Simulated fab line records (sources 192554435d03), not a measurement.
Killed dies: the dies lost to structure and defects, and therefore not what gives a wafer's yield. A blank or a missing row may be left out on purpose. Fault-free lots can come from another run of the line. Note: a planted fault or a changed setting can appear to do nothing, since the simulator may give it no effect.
fab line records	flow n5_finfet
record: lots: 7	wafers: 21	last_day: 17
route steps=1938 shown HKMG_FIN@439
lots untouched by any fault: they come from a run of this same line in which no faults occurred
start_h: hours from the record's first day to the start of the lot's first wafer shown	wait_h: hours since the lot's step before	" the same as in the row above	L1.1+2: a row that stands for several wafers	- no value, or no start given	* or withheld: withheld	< > ~ a bound
route shown NAME@n: names a module that has steps shown in the file, with the first one's number in the route	usual: the fault-free wafers' mean and standard deviation	same: alike in all rows	chamber/n: place in a boat	sites: per-site readings	_std_site: their standard deviation	_edge_site: mean of outer sites minus mean of inner sites	radius_mm: for every site, how far away it sits from the centre of the wafer	mask NAME#n: copy n	behind: the tool/chamber that last shaped the wafer	hold: reason for holding the lot/hours on hold/outcome of the hold	device: whichever transistor did not switch (one of n, p or np)	end of line: the route-end tests of the same wafers	for a step that has no rows: nothing shown but its recipe	killed: the dies lost at the first sort to structure and to defects; this is not the yield of the wafer	map: per-die view of a wafer (x killed, . not killed, _ where there is no die)
set.NAME: the setting as run; set.NAME@STEP: as run at that earlier step	model.NAME: the simulator's own value behind a step, which no gauge read
certain route steps with their lots: each step a table, each wafer a row
services: from which hour (start_h, from the record's first day; less than 0 if before it) a tool's chamber was out of use, for how many hours, and why
== steps ==
step: N5_HKMG_FIN_STRIP_92
recipe: chemistry: N2/H2	material: SOC	time_s: 20	power_w: 500	temp_c: 40	pressure_mtorr: 50	rf_frequency_hz: 6e+07	bias_power_w: 8	h2_frac: 0.5	n2_flow_sccm: 300	h2_flow_sccm: 300
step: N5_HKMG_FIN_WET_ETCH_18
recipe: chemistry: SC1	target: TiN	mix: 1:1:5	temp_c: *	time_s: 55	target_depth_nm: 5.2	dry: ipa_marangoni	rinse_time_s: 30	rinse_temp_c: 23
step: N5_HKMG_FIN_STRIP_19
recipe: chemistry: N2/H2	power_w: 2500	temp_c: 300	h2_frac: 0.65	time_s: 360	pressure_mtorr: withheld	n2_flow_sccm: 1750	h2_flow_sccm: 3250
usual: drypump_motor_current_A: 5.8/0.45	heater_power_w: 464/13
lot.wafer	tool	chamber	start_h	wait_h	drypump_motor_current_A	heater_power_w	rf_hours_counter_h
L692.2	plasma_asher-02	1	84.66	0.0	5.7	457	94
L692.3	"	0	"	"	6.4	463	-
L692.6	"	1	"	"	5.7	476	-
L697.1	plasma_asher-02	0	124.34	0.0	6.4	473	102
L697.2	"	1	"	"	5.7	463	102
L697.6	"	0	"	"	6.4	457	-
L702.2	plasma_asher-02	0	144.20	0.1	6.4	464	107
L702.3	"	0	"	"	6.4	461	-
L702.6	"	1	"	"	5.7	447	-
L703.1	plasma_asher-01	0	151.72	0.0	5.4	440	44
L703.4	"	1	"	"	5.2	495	-
L703.5	"	0	"	"	5.4	448	-
L704.2	plasma_asher-01	0	153.64	0.0	5.4	439	45
L704.3	"	0	"	"	5.4	449	-
L704.4	"	1	"	"	5.3	473	-
L709.4	plasma_asher-02	0	188.32	0.1	6.4	481	-
L709.5	"	1	"	"	5.7	450	-
L709.6	"	0	"	"	6.4	470	-
L714.1	plasma_asher-02	0	218.16	0.0	6.4	461	124
L714.2	"	1	"	"	5.7	458	124
L714.6	"	0	"	"	6.4	460	-
step: N5_HKMG_FIN_ALD_91
recipe: material: TiN	target_thk_a: 10	temp_c: 400	ald_precursor_family: TiCl4	ald_co_reactant: NH3	pulse_time_s: 1	purge_time_s: 3	co_reactant_purge_time_s: 2	co_reactant_pulse_time_s: 2	ald_cycles: 47	pressure_torr: 3
usual: heater_power_w: 948/83	precursor_pulse_height_rel: 1.001/0.021
lot.wafer	tool	chamber	start_h	wait_h	heater_power_w	precursor_pulse_height_rel
L692.2	ald_metal-03	1	85.05	0.3	1092	0.989
L692.3	"	3	"	"	950	1.003
L692.6	"	3	"	"	956	0.999
L697.1	ald_metal-02	0	124.72	0.3	916	0.988
L697.2	"	2	"	"	988	1.023
L697.6	"	0	"	"	895	0.978
L702.2	ald_metal-01	3	144.58	0.3	951	1.022
L702.3	"	0	"	"	1125	0.966
L702.6	"	2	"	"	1008	0.996
L703.1	ald_metal-01	0	152.11	0.3	1101	1.026
L703.4	"	2	"	"	1026	1.004
L703.5	"	1	"	"	845	1.031
L704.2	ald_metal-01	2	154.02	0.3	1023	1.006
L704.3	"	1	"	"	841	1.018
L704.4	"	0	"	"	1113	1.014
L709.4	ald_metal-03	3	188.59	0.1	930	0.996
L709.5	"	1	"	"	1062	0.989
L709.6	"	2	"	"	963	0.997
L714.1	ald_metal-02	1	218.54	0.3	891	0.968
L714.2	"	0	"	"	897	1.014
L714.6	"	1	"	"	867	1.026
step: N5_HKMG_FIN_COAT_85
recipe: resist: SOC	temp_c: 250	time_s: 60	spin_rpm: 1500	resist_thk_nm: 300
step: N5_HKMG_FIN_ETCH_86
recipe: chemistry: N2/H2	target: SOC	target_depth_a: 3932	stop_on: TiN	ion_energy_ev: 100	bias_w: 61	pressure_mtorr: 30	source_w: 850	n2_flow_sccm: 200	h2_flow_sccm: 200
usual: bias_w: 60.97/0.19	chamber_pressure_mTorr: 30.005/0.025	drypump_motor_current_A: 5.6/0.41	oes_product_au: 0.78/0.082	rf_vpp_V: 240.5/1.2	showerhead_plenum_p_Torr: 2.52/0.075	throttle_valve_pct: 17.86/0.26
lot.wafer	tool	chamber	start_h	wait_h	bias_w	chamber_pressure_mTorr	drypump_motor_current_A	oes_product_au	rf_hours_counter_h	rf_vpp_V	showerhead_plenum_p_Torr	throttle_valve_pct
L692.2	rie_diel-04	3	85.39	-	61.10	30.058	5.5	0.80	89	239.3	2.43	17.37
L692.3	"	2	"	"	61.29	29.997	6.0	0.72	176	240.1	2.51	17.61
L692.6	"	1	"	"	61.16	30.009	5.1	0.78	-	238.6	2.47	18.32
L697.1	rie_diel-04	2	125.10	-	61.02	30.009	6.0	0.71	190	241.3	2.51	17.65
L697.2	"	3	"	"	61.16	29.976	5.5	0.78	103	241.2	2.42	17.40
L697.6	"	3	"	"	61.42	29.982	5.5	0.79	-	240.3	2.42	17.40
L702.2	rie_diel-06	1	144.92	-	60.53	29.993	6.2	0.92	23	238.6	2.49	17.94
L702.3	"	0	"	"	60.92	29.975	5.7	0.65	243	239.9	2.52	18.00
L702.6	"	1	"	"	61.03	30.052	6.2	0.92	-	241.1	2.49	17.93
L703.1	rie_diel-06	0	152.81	-	61.05	29.977	5.7	0.66	247	240.1	2.52	18.01
L703.4	"	3	"	"	60.87	29.956	5.5	0.87	-	239.4	2.48	17.67
L703.5	"	0	"	"	61.03	29.971	5.7	0.66	-	240.1	2.52	18.00
L704.2	rie_diel-06	3	154.58	-	60.69	30.002	5.5	0.87	53	239.5	2.48	17.69
L704.3	"	1	"	"	61.12	30.011	6.2	0.91	28	239.1	2.49	17.94
L704.4	"	3	"	"	60.50	30.017	5.5	0.87	-	239.8	2.48	17.68
L709.4	rie_diel-06	3	189.02	-	61.06	30.014	5.5	0.84	-	239.0	2.47	17.72
L709.5	"	2	"	"	60.87	29.949	5.5	0.74	-	241.1	2.56	18.32
L709.6	"	1	"	"	60.85	29.957	6.2	0.88	-	239.4	2.48	17.97
L714.1	rie_diel-02	2	218.96	-	60.96	30.005	4.8	0.74	192	241.9	2.64	17.83
L714.2	"	1	"	"	61.16	29.990	5.7	0.71	212	240.4	2.40	17.63
L714.6	"	1	"	"	61.11	30.046	5.7	0.70	-	238.4	2.40	17.61
step: N5_HKMG_FIN_STRIP_89
recipe: chemistry: N2/H2	material: SOC	time_s: 20	power_w: 500	temp_c: 40	pressure_mtorr: 50	rf_frequency_hz: 6e+07	bias_power_w: 8	h2_frac: 0.5	n2_flow_sccm: 300	h2_flow_sccm: 300
usual: drypump_motor_current_A: 5.6/0.41	oes_product_au: 0.78/0.082	rf_vpp_V: 54.0/0.86	showerhead_plenum_p_Torr: 3.33/0.095	throttle_valve_pct: 19.0/0.48
lot.wafer	tool	chamber	start_h	wait_h	drypump_motor_current_A	oes_product_au	rf_hours_counter_h	rf_vpp_V	showerhead_plenum_p_Torr	throttle_valve_pct
L692.2	rie_diel-04	3	85.45	0.0	5.5	0.84	89	53.1	3.21	18.1
L692.3	"	2	"	"	6.0	0.73	177	54.7	3.32	18.5
L692.6	"	1	"	"	5.1	0.79	-	52.8	3.26	20.1
L697.1	rie_diel-04	2	125.16	0.0	6.0	0.72	190	54.8	3.31	18.5
L697.2	"	3	"	"	5.5	0.82	103	55.2	3.20	18.2
L697.6	"	3	"	"	5.5	0.82	-	53.3	3.20	18.2
L702.2	rie_diel-06	1	144.98	0.0	6.2	0.92	23	53.6	3.29	19.0
L702.3	"	0	"	"	5.7	0.68	243	55.2	3.33	19.0
L702.6	"	1	"	"	6.2	0.92	-	52.6	3.29	19.1
L703.1	rie_diel-06	0	152.87	0.0	5.7	0.68	247	54.5	3.33	19.0
L703.4	"	3	"	"	5.5	0.88	-	53.5	3.27	18.9
L703.5	"	0	"	"	5.7	0.68	-	53.4	3.33	19.0
L704.2	rie_diel-06	3	154.64	0.0	5.5	0.87	53	52.7	3.27	18.9
L704.3	"	1	"	"	6.2	0.90	28	53.6	3.29	19.1
L704.4	"	3	"	"	5.5	0.87	-	54.5	3.27	18.9
L709.4	rie_diel-06	3	189.09	0.0	5.5	0.84	-	54.4	3.27	18.9
L709.5	"	2	"	"	5.5	0.72	-	54.9	3.38	19.7
L709.6	"	1	"	"	6.2	0.88	-	53.3	3.28	19.1
L714.1	rie_diel-02	2	219.02	0.0	4.9	0.74	192	55.9	3.48	19.0
L714.2	"	1	"	"	5.7	0.70	213	53.6	3.18	18.6
L714.6	"	1	"	"	5.7	0.70	-	53.8	3.18	18.5
step: N5_HKMG_FIN_WET_ETCH_87
recipe: chemistry: SC1	target: TiN	mix: 1:2:40	temp_c: 50	time_s: 154.2	target_depth_nm: 4.7	dry: ipa_marangoni	rinse_time_s: 30	rinse_temp_c: 23
step: N5_HKMG_FIN_STRIP_88
recipe: chemistry: N2/H2	power_w: 2500	temp_c: 300	h2_frac: 0.65	time_s: 360	pressure_mtorr: withheld	n2_flow_sccm: 1750	h2_flow_sccm: 3250
step: N5_HKMG_FIN_NWFM_ALD_20
recipe: material: TiAlC	target_thk_a: 20	temp_c: 300	ald_precursor_family: TiCl4	ald_co_reactant: TEA	pulse_time_s: 3	purge_time_s: 2	co_reactant_purge_time_s: 2	co_reactant_pulse_time_s: 10	ald_cycles: 7	pressure_torr: 3
usual: heater_power_w: 528/46	precursor_pulse_height_rel: 0.999/0.019
lot.wafer	tool	chamber	start_h	wait_h	heater_power_w	precursor_pulse_height_rel
L692.2	ald_metal-02	1	86.03	0.3	495	0.998
L692.3	"	3	"	"	486	1.005
L692.6	"	2	"	"	554	1.013
L697.1	ald_metal-02	3	125.73	0.3	489	1.004
L697.2	"	2	"	"	530	1.010
L697.6	"	2	"	"	541	1.010
L702.2	ald_metal-03	1	145.84	0.3	597	0.996
L702.3	"	3	"	"	529	0.991
L702.6	"	0	"	"	502	0.966
L703.1	ald_metal-02	3	153.45	0.3	499	1.011
L703.4	"	1	"	"	483	1.012
L703.5	"	0	"	"	502	0.953
L704.2	ald_metal-01	0	155.21	0.3	623	1.044
L704.3	"	2	"	"	555	0.998
L704.4	"	1	"	"	453	1.009
L709.4	ald_metal-02	3	189.62	0.1	495	1.002
L709.5	"	2	"	"	536	1.005
L709.6	"	3	"	"	492	0.979
L714.1	ald_metal-02	1	219.60	0.3	483	0.997
L714.2	"	3	"	"	494	1.044
L714.6	"	2	"	"	528	1.002
step: N5_HKMG_FIN_ALD_71
recipe: material: TiN	target_thk_a: 10	temp_c: 400	ald_precursor_family: TiCl4	ald_co_reactant: NH3	pulse_time_s: 1	purge_time_s: 3	co_reactant_purge_time_s: 2	co_reactant_pulse_time_s: 2	ald_cycles: 47	pressure_torr: 3
step: N5_HKMG_FIN_COAT_66
recipe: resist: SOC	temp_c: 250	time_s: 60	spin_rpm: 1500	resist_thk_nm: 300
step: N5_HKMG_FIN_ETCH_67
recipe: chemistry: N2/H2	target: SOC	target_depth_a: 3889	stop_on: TiN	ion_energy_ev: 100	bias_w: 61	pressure_mtorr: 30	source_w: 850	n2_flow_sccm: 200	h2_flow_sccm: 200
usual: bias_w: 61.01/0.16	chamber_pressure_mTorr: 29.997/0.027	drypump_motor_current_A: 5.6/0.39	oes_product_au: 0.77/0.087	rf_vpp_V: 240.3/1.1	showerhead_plenum_p_Torr: 2.52/0.071	throttle_valve_pct: 17.88/0.28
lot.wafer	tool	chamber	start_h	wait_h	bias_w	chamber_pressure_mTorr	drypump_motor_current_A	oes_product_au	rf_hours_counter_h	rf_vpp_V	showerhead_plenum_p_Torr	throttle_valve_pct	model.SOC_of_HKMG_FIN_COAT_66.thk_nm
L692.2	rie_diel-04	0	86.47	-	60.85	29.983	6.1	0.74	181	241.6	2.65	17.82	11
L692.3	"	1	"	"	60.92	30.033	5.1	0.77	120	238.2	2.47	18.32	10.8
L692.6	"	1	"	"	61.00	30.011	5.1	0.77	-	239.9	2.47	18.32	11.6
L697.1	rie_diel-06	2	126.27	-	60.84	30.041	5.5	0.74	166	241.2	2.57	18.28	30.4
L697.2	"	1	"	"	60.92	30.004	6.1	0.93	16	239.7	2.49	17.91	11.2
L697.6	"	0	"	"	61.11	29.975	5.7	0.67	-	239.7	2.52	17.99	21.6
L702.2	rie_diel-06	1	146.28	-	-	-	-	-	-	-	-	-	300
L702.3	"	3	"	"	-	-	-	-	-	-	-	-	299.6
L702.6	"	1	"	"	-	-	-	-	-	-	-	-	300
L703.1	rie_diel-04	2	153.89	-	-	-	-	-	-	-	-	-	299.8
L703.4	"	0	"	"	-	-	-	-	-	-	-	-	298.6
L703.5	"	0	"	"	-	-	-	-	-	-	-	-	299.2
L704.2	rie_diel-04	3	155.65	-	-	-	-	-	-	-	-	-	298.6
L704.3	"	1	"	"	-	-	-	-	-	-	-	-	298.6
L704.4	"	2	"	"	-	-	-	-	-	-	-	-	298.8
L709.4	rie_diel-04	1	190.06	-	61.19	29.989	5.2	0.74	157	239.6	2.45	18.40	12.4
L709.5	"	3	"	"	61.18	30.039	5.5	0.77	-	239.3	2.41	17.44	8.2
L709.6	"	0	"	"	61.04	29.981	6.1	0.71	-	241.7	2.63	17.91	17.2
L714.1	rie_diel-06	2	220.16	-	61.04	30.001	5.5	0.72	191	239.6	2.56	18.32	36.4
L714.2	"	1	"	"	60.79	30.022	6.2	0.85	55	239.5	2.48	17.98	20.8
L714.6	"	2	"	"	60.96	30.003	5.5	0.71	-	239.6	2.56	18.32	36.8
step: N5_HKMG_FIN_STRIP_90
recipe: chemistry: N2/H2	material: SOC	time_s: 20	power_w: 500	temp_c: 40	pressure_mtorr: 50	rf_frequency_hz: 6e+07	bias_power_w: 8	h2_frac: 0.5	n2_flow_sccm: 300	h2_flow_sccm: 300
== services ==
tool	chamber	start_h	hours	kind
rie_diel-06	1	61.97	-	clean
rie_diel-06	1	61.97	-	consumable_replace:focus_ring
rie_diel-06	1	61.97	16.0	scheduled_down
rie_diel-06	1	61.97	16.0	vent_cycle
rie_diel-04	3	69.58	3.5	repair
rie_diel-02	1	71.49	3.0	repair
plasma_asher-01	-	72.72	14.6	pm
ald_metal-02	-	75.77	1.0	repair
ald_metal-02	-	78.07	1.8	repair
ald_metal-03	-	95.11	6.0	pm
rie_diel-06	2	148.52	29.0	repair
plasma_asher-01	-	156.52	0.4	repair
rie_diel-02	3	166.84	4.9	repair
rie_diel-02	-	177.25	2.8	pm
rie_diel-06	0	177.60	-	clean
rie_diel-06	0	177.60	-	consumable_replace:focus_ring
rie_diel-06	0	177.60	13.5	scheduled_down
rie_diel-06	0	177.60	13.5	vent_cycle
ald_metal-02	-	178.07	6.0	pm
rie_diel-04	2	179.58	5.0	repair
rie_diel-02	0	197.42	3.8	repair
== key ==
first_sign: step: N5_HKMG_FIN_ETCH_67	reading: tool_record	direction: missing
effect none on later readings
model_effect: step: N5_HKMG_FIN_ETCH_67	value: SOC_of_HKMG_FIN_COAT_66.thk_nm	without: 16.87	struck: 299.2
met_at N5_HKMG_FIN_ETCH_67
struck_wafers L702.2,L702.3,L702.6,L703.1,L703.4,L703.5,L704.2,L704.3,L704.4
rows_end L703.1,L703.4,L703.5
later_rows_left_out L702.2,L702.3,L702.6,L704.2,L704.3,L704.4
sort_left_out L702.2,L702.3,L702.6,L704.2,L704.3,L704.4
onset_between 126.27 146.28
fault: kind: skipped_step_whole	tool: rie_diel-04,rie_diel-06	chamber: -	onset_h: 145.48	steps: N5_HKMG_FIN_ETCH_67	scope: struck_lots_only
sort_left_out: the simulated sort isn't trusted on such a fault, so these wafers' sort isn't shown, and their yield isn't known
later_rows_left_out: the simulator's readings of these wafers behind a module that went badly wrong aren't trusted and aren't shown, but for the sort
rows_end: these wafers met a further fault down the route, and their rows from its step on are left out
